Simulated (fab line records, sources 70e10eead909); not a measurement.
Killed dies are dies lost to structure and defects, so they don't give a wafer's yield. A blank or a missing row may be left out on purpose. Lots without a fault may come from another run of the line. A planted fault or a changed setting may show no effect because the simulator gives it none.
Which tool did it? | flow nand_harc | 14 lots, 42 wafers sampled, at 4 steps of a route of 1159

WHAT THE GAUGES READ, wafer by wafer
NHARC_END_WLT_00. Usual: VT_DECK1_BOTTOM 0.874, standard deviation 0.008; VT_DECK1_BOTTOM_INNER 0.873, standard deviation 0.0077; VT_DECK1_MEDIAN_NEAR_BOTTOM 0.874, standard deviation 0.0081; VT_DECK1_MEDIAN_NEAR_BOTTOM_INNER 0.874, standard deviation 0.008; VT_DECK1_MIDDLE 0.887, standard deviation 0.007; VT_DECK1_MIDDLE_INNER 0.886, standard deviation 0.0065; VT_DECK1_TOP 0.899, standard deviation 0.0067; VT_DECK1_TOP_INNER 0.898, standard deviation 0.0066.
lot  | measured     | on        | VT_DECK1_BOTTOM   | VT_DECK1_BOTTOM_INNER | VT_DECK1_MEDIAN_NEAR_BOTTOM | VT_DECK1_MEDIAN_NEAR_BOTTOM_INNER | VT_DECK1_MIDDLE   | VT_DECK1_MIDDLE_INNER | VT_DECK1_TOP      | VT_DECK1_TOP_INNER | flag
L672 | day 19 11:37 | prober-02 | 0.871 0.877 0.871 | 0.869 0.876 0.870     | 0.873 0.865 0.859           | 0.864 0.875 0.863                 | 0.888 0.892 0.888 | 0.881 0.877 0.877     | 0.904 0.898 0.898 | 0.899 0.897 0.897  |
L671 | day 19 11:35 | prober-01 | 0.881 0.881 0.878 | 0.878 0.873 0.881     | 0.885 0.876 0.894           | 0.881 0.879 0.882                 | 0.895 0.887 0.891 | 0.894 0.892 0.892     | 0.902 0.900 0.898 | 0.905 0.903 0.900  |
L673 | day 19 19:22 | prober-02 | 0.886 0.881 0.888 | 0.890 0.871 0.875     | 0.883 0.871 0.878           | 0.895 0.878 0.884                 | 0.893 0.891 0.891 | 0.895 0.891 0.887     | 0.904 0.906 0.893 | 0.907 0.903 0.905  |
L676 | day 19 19:31 | prober-01 | 0.870 0.871 0.878 | 0.875 0.872 0.876     | 0.874 0.867 0.874           | 0.869 0.873 0.883                 | 0.887 0.884 0.879 | 0.882 0.886 0.895     | 0.902 0.899 0.908 | 0.913 0.896 0.903  |
L674 | day 20 05:04 | prober-01 | 0.859 0.869 0.858 | 0.854 0.860 0.850     | 0.851 0.864 0.862           | 0.858 0.868 0.862                 | 0.876 0.878 0.871 | 0.871 0.881 0.873     | 0.887 0.892 0.893 | 0.893 0.896 0.885  |
L675 | day 20 05:34 | prober-02 | 0.864 0.865 0.861 | 0.877 0.866 0.861     | 0.874 0.865 0.859           | 0.881 0.858 0.857                 | 0.883 0.882 0.881 | 0.880 0.887 0.873     | 0.894 0.895 0.893 | 0.899 0.898 0.892  |
L677 | day 21 02:30 | prober-01 | 0.863 0.861 0.853 | 0.862 0.872 0.860     | 0.866 0.874 0.862           | 0.863 0.869 0.861                 | 0.876 0.881 0.877 | 0.882 0.882 0.881     | 0.889 0.908 0.883 | 0.897 0.888 0.891  |
L678 | day 21 02:31 | prober-02 | 0.861 0.873 0.871 | 0.876 0.867 0.871     | 0.872 0.862 0.869           | 0.877 0.868 0.874                 | 0.889 0.881 0.882 | 0.885 0.884 0.881     | 0.893 0.892 0.895 | 0.887 0.900 0.890  |
L679 | day 21 10:46 | prober-01 | 0.881 0.873 0.869 | 0.877 0.874 0.881     | 0.871 0.881 0.874           | 0.883 0.878 0.868                 | 0.889 0.893 0.891 | 0.884 0.880 0.885     | 0.895 0.897 0.899 | 0.896 0.890 0.897  |
L681 | day 21 11:17 | prober-02 | 0.881 0.879 0.876 | 0.881 0.882 0.875     | 0.876 0.877 0.880           | 0.876 0.869 0.869                 | 0.892 0.896 0.886 | 0.900 0.893 0.890     | 0.905 0.902 0.908 | 0.896 0.907 0.907  |
L688 | day 23 20:37 | prober-01 | 0.885 0.872 0.876 | 0.889 0.872 0.876     | 0.881 0.875 0.877           | 0.889 0.880 0.883                 | 0.890 0.886 0.878 | 0.889 0.895 0.889     | 0.892 0.895 0.905 | 0.898 0.885 0.912  |
L689 | day 24 04:17 | prober-02 | 0.873 0.888 0.865 | 0.867 0.875 0.873     | 0.881 0.877 0.886           | 0.879 0.882 0.886                 | 0.889 0.897 0.903 | 0.901 0.897 0.894     | 0.906 0.904 0.903 | 0.911 0.914 0.904  |
L692 | day 24 12:34 | prober-02 | 0.875 0.886 0.879 | 0.884 0.877 0.868     | 0.876 0.891 0.874           | 0.881 0.885 0.871                 | 0.898 0.892 0.882 | 0.888 0.899 0.887     | 0.907 0.907 0.908 | 0.906 0.903 0.892  |
L693 | day 24 17:31 | prober-01 | 0.877 0.870 0.884 | 0.864 0.877 0.884     | 0.876 0.877 0.877           | 0.867 0.879 0.876                 | 0.895 0.890 0.897 | 0.880 0.887 0.886     | 0.899 0.903 0.912 | 0.899 0.912 0.899  |

NHARC_END_SORT_01. Usual: killed_at_array 21, standard deviation 8.9; killed_at_other 0.8, standard deviation 1.3; killed_at_periphery 3.6, standard deviation 2.4; killed_dies 26, standard deviation 8.9; killed_open 3.1, standard deviation 1.8; killed_short 1.9, standard deviation 1.3.
lot  | measured     | on        | killed_at_array | killed_at_other | killed_at_periphery | killed_dies | killed_open | killed_short | flag
L678 | day 21 05:49 | prober-02 | 47 116 117      | 1 0 1           | 10 5 6              | 58 121 124  | 11 3 4      | 5 3 0        | OFF
L681 | day 21 14:36 | prober-02 | 93 12 96        | 0 0 0           | 5 7 4               | 98 19 100   | 3 4 2       | 3 3 0        | OFF

WHICH TOOL RAN EACH LOT (tool, then ch and the chambers of the sampled wafers, then the start)
lot  | NHARC_A_CONTACT_ETCH_121             | NHARC_THIN_TSV_CMP_21
L672 | har_cap_etch-03 ch 0,1, day 16 17:48 | cmp-02 ch 1,2, day 19 03:40
L671 | har_cap_etch-02 ch 0,1, day 16 18:43 | cmp-03 ch 0,1,3, day 19 04:40
L673 | har_cap_etch-01 ch 0,1, day 16 21:47 | cmp-01 ch 1,2, day 19 11:05
L676 | har_cap_etch-03 ch 0,1, day 17 07:14 | cmp-01 ch 0,2,3, day 19 12:22
L674 | har_cap_etch-02 ch 0,1, day 17 12:24 | cmp-02 ch 1,2,3, day 19 20:16
L675 | har_cap_etch-03 ch 0,1, day 17 17:25 | cmp-02 ch 0,1, day 19 21:25
L677 | har_cap_etch-01 ch 0,1, day 18 02:19 | cmp-02 ch 1,2,3, day 20 18:28
L678 | har_cap_etch-03 ch 0,1, day 18 02:50 | cmp-03 ch 2,3, day 20 19:41
L679 | har_cap_etch-01 ch 0,1, day 18 17:41 | cmp-01 ch 0,1,3, day 21 03:21
L681 | har_cap_etch-03 ch 0,1, day 18 20:40 | cmp-03 ch 0,2,3, day 21 04:28
L688 | har_cap_etch-01 ch 0,1, day 21 03:23 | cmp-03 ch 1,2,3, day 23 11:14
L689 | har_cap_etch-02 ch 0,1, day 21 07:49 | cmp-01 ch 1,2,3, day 23 14:11
L692 | har_cap_etch-03 ch 0,1, day 21 20:54 | cmp-02 ch 0,2,3, day 23 23:42
L693 | har_cap_etch-02 ch 0,1, day 22 05:22 | cmp-03 ch 0,1, day 24 10:41
- NHARC_A_CONTACT_ETCH_121: etches the open film in C4F8/O2/Ar, time 94 s, target depth 922 nm.
- NHARC_THIN_TSV_CMP_21: polishes, t overpolish 30 s, target thk 2000 nm.

WHAT THE TOOLS THEMSELVES READ (means of the sampled wafers that have a number; where no wafer has one, the mark that the record gives instead)
NHARC_THIN_TSV_CMP_21. Usual: motor_current_A 12.0 A, standard deviation 1.4; overpolish_run_s 30.001 s, standard deviation 0.0079.
lot  | tool   | motor_current_A (A) | overpolish_run_s (s) | flag
L672 | cmp-02 | 12.1                | 30.012               |
L671 | cmp-03 | 12.8                | 29.998               |
L673 | cmp-01 | 11.9                | 30.006               |
L676 | cmp-01 | 12.3                | 30.004               |
L674 | cmp-02 | 12.1                | 29.998               |
L675 | cmp-02 | 10.5                | 29.998               |
L677 | cmp-02 | 11.8                | 30.004               |
L678 | cmp-03 | 12.9                | 30.005               |
L679 | cmp-01 | 12.7                | 30.000               |
L681 | cmp-03 | 13.2                | 29.992               |
L688 | cmp-03 | 12.5                | 30.000               |
L689 | cmp-01 | 12.4                | 29.994               |
L692 | cmp-02 | 11.2                | 30.000               |
L693 | cmp-03 | 13.7                | 30.013               |

THE ANSWER, worked out from the rows above alone
Rule: a lot is off if the mean of its wafers that have a number lies more than 3 standard deviations from the usual mean. A lot without any number at a reading at which 4 lots or more have one is off too. The other lots that the step has rows for count as sound. The gauges are gone through in route order, then the tools' own readings, and for those a lot's mean is taken as printed above. The first step at which some lot is off is used, and at that step the reading that is off furthest; a lot without a number counts as furthest.
Off: L678, L681, at NHARC_END_SORT_01 (killed_dies). Neither off nor sound, because the step has no rows for them: L672, L671, L673, L676, L674, L675, L677, L679, L688, L689, L692, L693.
A tool fits if, at a process step before that reading, it ran every lot that is off, and no sound lot after the first of them. The gauges at NHARC_END_SORT_01 are tried like those tools. Can't be told from this: 3 tools fit, har_cap_etch-03 at NHARC_A_CONTACT_ETCH_121, cmp-03 at NHARC_THIN_TSV_CMP_21, prober-02 at NHARC_END_SORT_01.

WHAT THE SIMULATOR HAD PUT IN
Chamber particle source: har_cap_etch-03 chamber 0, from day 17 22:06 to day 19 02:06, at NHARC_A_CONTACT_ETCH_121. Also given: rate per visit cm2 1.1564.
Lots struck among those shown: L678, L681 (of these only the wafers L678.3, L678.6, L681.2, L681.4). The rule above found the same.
